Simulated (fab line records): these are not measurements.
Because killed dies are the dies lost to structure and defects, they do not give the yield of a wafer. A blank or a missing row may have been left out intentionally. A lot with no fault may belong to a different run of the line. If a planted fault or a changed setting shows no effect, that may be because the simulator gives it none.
Chamber matching ; flow n5Finfet ; 4 sister chambers for N5_BEOL_M0_SAQP_ETCH_106 on rieDiel-05
The step etches SOC in N2/H2, stops on SiNx, target depth 150 nm. 4 wafers are shown with their chamber, then 7 later ones without.

WAFERS PAIRED WITH THEIR CHAMBERS
wafer;chamber;throttleValvePct (%)
L414.2;3;17.87
L414.5;1;17.37
L420.1;2;17.73
L420.4;0;17.92

WAFERS WITH NO CHAMBER GIVEN
wafer;throttleValvePct (%)
L420.5;17.89
L423.1;17.74
L423.4;17.91
L423.5;17.91
L426.2;17.94
L426.4;17.90
L426.5;17.39

THE CHAMBER EACH PASSED THROUGH
wafer;from the rows above;in truth
L420.5;can't be placed: 3 or 0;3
L423.1;2;2
L423.4;can't be placed: 0 or 3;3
L423.5;can't be placed: 0 or 3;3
L426.2;0;0
L426.4;can't be placed: 0 or 3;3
L426.5;1;1
3 of 7 placed correctly. Can't be placed from these rows: 4 (the true chamber is among the candidates in 4). Wrongly placed: 0.
How it was worked out, from the rows above alone: a wafer's distance from a chamber is the root of the sum, over the readings, of the square of ((its reading less the chamber's mean) divided by the reading's scatter). The wafer belongs to the nearest chamber; if the next one is less than 2 further off, it can't be placed. The mean given for a chamber averages the wafers shown for that chamber. The scatter: root of mean squared gap, hidden wafer to nearest shown wafer, with one shown wafer a chamber.
